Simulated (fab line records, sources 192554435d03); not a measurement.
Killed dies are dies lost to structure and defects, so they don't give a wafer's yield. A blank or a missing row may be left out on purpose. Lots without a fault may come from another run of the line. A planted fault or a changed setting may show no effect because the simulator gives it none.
Chamber matching | flow n5_finfet | N5_HKMG_FIN_ALD_36 on ald_metal-04: 4 sister chambers
The step deposits TiN, target thk 1 nm, pulse time 1 s, purge time 3 s. 8 wafers are shown with their chamber, then 12 later ones without.

WAFERS WITH THEIR CHAMBER
wafer  | chamber | heater_power_w (W) | chamber_pressure_Torr (Torr)
L075.2 | 3       | 819                | 3.010
L077.1 | 1       | 917                | 3.001
L077.2 | 3       | 813                | 2.986
L080.6 | 1       | 908                | 2.996
L088.5 | 0       | 1003               | 3.003
L092.1 | 0       | 1014               | 2.996
L092.2 | 2       | 826                | 3.004
L092.5 | 2       | 837                | 3.004

WAFERS WITHOUT THEIR CHAMBER
wafer  | heater_power_w (W) | chamber_pressure_Torr (Torr)
L094.1 | 903                | 3.001
L094.2 | 988                | 3.001
L094.4 | 822                | 2.995
L095.1 | 996                | 2.998
L095.3 | 822                | 3.010
L095.6 | 840                | 3.004
L096.2 | 810                | 3.003
L096.5 | 811                | 3.011
L096.6 | 909                | 2.990
L097.1 | 991                | 3.002
L097.4 | 830                | 2.987
L097.6 | 819                | 2.985

WHICH CHAMBER EACH WENT THROUGH
wafer  | from the rows above     | in truth
L094.1 | 1                       | 1
L094.2 | 0                       | 0
L094.4 | can't be placed: 3 or 2 | 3
L095.1 | 0                       | 0
L095.3 | can't be placed: 2 or 3 | 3
L095.6 | 2                       | 2
L096.2 | 3                       | 3
L096.5 | can't be placed: 3 or 2 | 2
L096.6 | 1                       | 1
L097.1 | 0                       | 0
L097.4 | can't be placed: 2 or 3 | 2
L097.6 | can't be placed: 3 or 2 | 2
Placed correctly: 7 of 12. Can't be placed from these rows: 5 (the true chamber is among the candidates in 5). Placed wrongly: 0.
How it was worked out, from the rows above alone: a wafer's distance from a chamber is the root of the sum, over the readings, of the square of ((its reading less the chamber's mean) divided by the reading's scatter). The wafer belongs to the nearest chamber; if the next one is less than 2 further off, it can't be placed. A chamber's mean is the mean of its shown wafers. The scatter: the root of (the sum of the squares of (reading less its chamber's mean) over the shown wafers, divided by (wafers less chambers)).
